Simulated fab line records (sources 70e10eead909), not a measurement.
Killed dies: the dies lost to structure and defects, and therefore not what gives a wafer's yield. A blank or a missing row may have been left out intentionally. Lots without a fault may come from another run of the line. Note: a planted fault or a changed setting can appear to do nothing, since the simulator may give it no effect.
Matching of chambers / flow nand_harc / NHARC_A_CHANNEL_FILL_D1_ETCHBACK_19 on rie_si-03 has 4 sister chambers
The step etches the open film in HBr/Cl2, target depth 5 nm, time 1.7 s. 14 wafers are shown with their chamber, then 7 later ones without.

== WAFERS WITH THEIR CHAMBER ==
wafer=L074.1; chamber=1; throttle_valve_pct (%)=26.416; oes_product_au (a.u.)=0.975
wafer=L074.3; chamber=3; throttle_valve_pct (%)=26.402; oes_product_au (a.u.)=0.994
wafer=L074.4; chamber=0; throttle_valve_pct (%)=26.405; oes_product_au (a.u.)=0.995
wafer=L077.1; chamber=2; throttle_valve_pct (%)=26.409; oes_product_au (a.u.)=0.993
wafer=L077.2; chamber=3; throttle_valve_pct (%)=26.402; oes_product_au (a.u.)=1.001
wafer=L077.3; chamber=1; throttle_valve_pct (%)=26.407; oes_product_au (a.u.)=1.000
wafer=L082.1; chamber=0; throttle_valve_pct (%)=26.420; oes_product_au (a.u.)=0.992
wafer=L082.4; chamber=3; throttle_valve_pct (%)=26.396; oes_product_au (a.u.)=1.007
wafer=L082.6; chamber=3; throttle_valve_pct (%)=26.397; oes_product_au (a.u.)=0.997
wafer=L086.3; chamber=0; throttle_valve_pct (%)=26.404; oes_product_au (a.u.)=0.988
wafer=L086.4; chamber=2; throttle_valve_pct (%)=26.413; oes_product_au (a.u.)=0.996
wafer=L086.5; chamber=0; throttle_valve_pct (%)=26.409; oes_product_au (a.u.)=0.991
wafer=L085.3; chamber=3; throttle_valve_pct (%)=26.417; oes_product_au (a.u.)=0.993
wafer=L085.5; chamber=0; throttle_valve_pct (%)=26.415; oes_product_au (a.u.)=1.002

SIGNATURES (averages over the wafers above)
reading=throttle_valve_pct; chamber 0=26.41060; chamber 1=26.41150; chamber 2=26.41100; chamber 3=26.40280; scatter within a chamber=0.00719
reading=oes_product_au; chamber 0=0.99360; chamber 1=0.98750; chamber 2=0.99450; chamber 3=0.99840; scatter within a chamber=0.00749
Rule: a wafer's distance from a chamber is the root of the sum, over the readings, of the square of ((its reading less the chamber's mean) divided by the reading's scatter). The wafer belongs to the nearest chamber; if the next one is less than 2 further off, it can't be placed. How the scatter is found: for the shown wafers, subtract from each reading the mean of its chamber, square and add these, divide the total by (wafers less chambers), then take the root.

== WAFERS WITHOUT THEIR CHAMBER ==
wafer=L085.6; throttle_valve_pct (%)=26.404; oes_product_au (a.u.)=0.989
wafer=L091.2; throttle_valve_pct (%)=26.431; oes_product_au (a.u.)=1.001
wafer=L091.5; throttle_valve_pct (%)=26.400; oes_product_au (a.u.)=1.000
wafer=L091.6; throttle_valve_pct (%)=26.412; oes_product_au (a.u.)=0.984
wafer=L095.3; throttle_valve_pct (%)=26.420; oes_product_au (a.u.)=0.986
wafer=L095.5; throttle_valve_pct (%)=26.398; oes_product_au (a.u.)=1.018
wafer=L095.6; throttle_valve_pct (%)=26.406; oes_product_au (a.u.)=1.013

== WHICH CHAMBER EACH WENT THROUGH ==
wafer=L085.6; from the rows above=can't be placed: 1 or 0 or 2 or 3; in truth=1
wafer=L091.2; from the rows above=can't be placed: 2 or 0 or 1 or 3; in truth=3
wafer=L091.5; from the rows above=can't be placed: 3 or 2 or 0 or 1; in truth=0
wafer=L091.6; from the rows above=can't be placed: 1 or 0 or 2 or 3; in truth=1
wafer=L095.3; from the rows above=can't be placed: 1 or 0 or 2 or 3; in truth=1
wafer=L095.5; from the rows above=can't be placed: 3 or 2 or 0 or 1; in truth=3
wafer=L095.6; from the rows above=can't be placed: 3 or 2 or 0 or 1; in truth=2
Correctly placed: 0 of 7. Cannot be placed on the basis of these rows: 7; the candidates contain the true chamber in 7. Number placed wrongly: 0.
